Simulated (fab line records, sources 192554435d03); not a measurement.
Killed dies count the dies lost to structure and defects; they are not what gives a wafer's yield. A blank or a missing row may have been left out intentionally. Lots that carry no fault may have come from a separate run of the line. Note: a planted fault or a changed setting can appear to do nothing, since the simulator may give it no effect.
Struck lot and sound lot, side by side	flow n5_finfet	23 out of 1938 route steps
Sound: the wafers L196.2, L196.3, L196.4. The struck wafers were L198.1, L198.2, L198.5. Last of all comes the cause.
Per side, at each step with rows, come the tool, then ch with its chambers, and then its first start. Under that, the readings that differ: sound wafers	struck wafers	difference of the means	sigmas: that difference in standard deviations of wafers without a fault.
alike: a reading whose means differ by less than 2 such deviations, as well as words and numbers matching on both sides. not compared: withheld readings; readings where some wafer has no value; bounds like >300 that might hide an equal value; numbers whose values overlap and for which the record gives no deviation.
Wherever a step has rows on one side only, a row that says differs or no value, or a row with sigmas, the two part there. When numbers do not overlap yet have no deviation, they are printed without sigmas and do not part them. A reading missing from all wafers of one side parts the sides only when that side holds two or more wafers.

first, 11 steps without rows for these wafers: N5_BEOL_M8_ETCH_62 (etches SOC in N2/H2, target depth 110 nm, overetch 22 nm, time 165 s); N5_BEOL_M8_STRIP_68 (strips in N2/H2); N5_BEOL_M8_STRIP_67 (strips in CF4); N5_BEOL_M8_HM_OPEN_17 (chemistry Cl2/BCl3, target TiN, target depth 20 nm, overetch 6 nm); N5_BEOL_M8_STRIP_19 (strips in O2); N5_BEOL_M8_COAT_63 (time 60 s, resist thk 60 nm); N5_BEOL_M8_COAT_64 (time 60 s, resist thk 12 nm); N5_BEOL_M8_COAT_71 (time 60 s, resist thk 5 nm); N5_BEOL_M8_COAT_22 (resist thk 30 nm); N5_BEOL_M8_EBR_24; N5_BEOL_M8_SOFTBAKE_23 (time 60 s).
N5_BEOL_M8_EXPOSE_25: exposes mask V7, target cd 40 nm.
  sound on euv_scanner-01 ch 0, day 10 11:31; struck on euv_scanner-01 ch 0, day 10 17:17
reading	sound	struck	difference	sigmas
exposure_dose_mJ_cm2	42.48 42.43 42.50	41.58 41.62 41.50	-0.90	-16
  alike: mask, stage_msd_nm
then, 2 steps without rows for these wafers: N5_BEOL_M8_PEB_26 (peb time 60 s); N5_BEOL_M8_DEVELOP_27 (develop time 30 s).
N5_BEOL_M8_DESCUM_33: chemistry O2, time 7 s.
  sound on rie_diel-06 ch 0,2,3, day 10 11:46; struck on rie_diel-02 ch 2,3, day 10 17:32
  alike: drypump_motor_current_A, o2_flow_sccm, oes_product_au, rf_vpp_V, showerhead_plenum_p_Torr, throttle_valve_pct
  not compared: rf_hours_counter_h, model.BEOL_M8.cd_nm
then, 5 steps without rows for these wafers: N5_BEOL_M8_ETCH_72 (etches underlayer in N2/H2, target depth 6.5 nm, time 5.2 s); N5_BEOL_M8_ETCH_65 (etches SiARC in CF4, target depth 15.6 nm, time 26 s); N5_BEOL_M8_ETCH_66 (etches SOC in N2/H2, target depth 80 nm, overetch 16 nm, time 120 s); N5_BEOL_M8_STRIP_69 (strips in N2/H2); N5_BEOL_M8_STRIP_73 (strips in N2/H2).
N5_BEOL_M8_VIA_ETCH_34: etches SiCOH lowk in C4F6/O2, target depth 125.5 nm, time 50.5 s.
  sound on rie_diel-06 ch 0,2,3, day 10 11:58; struck on rie_diel-02 ch 2,3, day 10 17:43
  alike: drypump_motor_current_A, oes_product_au, rf_vpp_V, showerhead_plenum_p_Torr, throttle_valve_pct
  not compared: rf_hours_counter_h, model.BEOL_M8.cd_nm
then, 1 step without rows for these wafers: N5_BEOL_M8_STRIP_76 (strips in C4F6/O2).
N5_PASSIVATION_PROBE_49:
  rows exist in the record for the sound wafers here (prober-02, day 13 03:35), none for the struck ones

WHERE THEY PART
Last at N5_PASSIVATION_PROBE_49 as far as this record goes, first at N5_BEOL_M8_EXPOSE_25.

WHY: what had been put in by the simulator
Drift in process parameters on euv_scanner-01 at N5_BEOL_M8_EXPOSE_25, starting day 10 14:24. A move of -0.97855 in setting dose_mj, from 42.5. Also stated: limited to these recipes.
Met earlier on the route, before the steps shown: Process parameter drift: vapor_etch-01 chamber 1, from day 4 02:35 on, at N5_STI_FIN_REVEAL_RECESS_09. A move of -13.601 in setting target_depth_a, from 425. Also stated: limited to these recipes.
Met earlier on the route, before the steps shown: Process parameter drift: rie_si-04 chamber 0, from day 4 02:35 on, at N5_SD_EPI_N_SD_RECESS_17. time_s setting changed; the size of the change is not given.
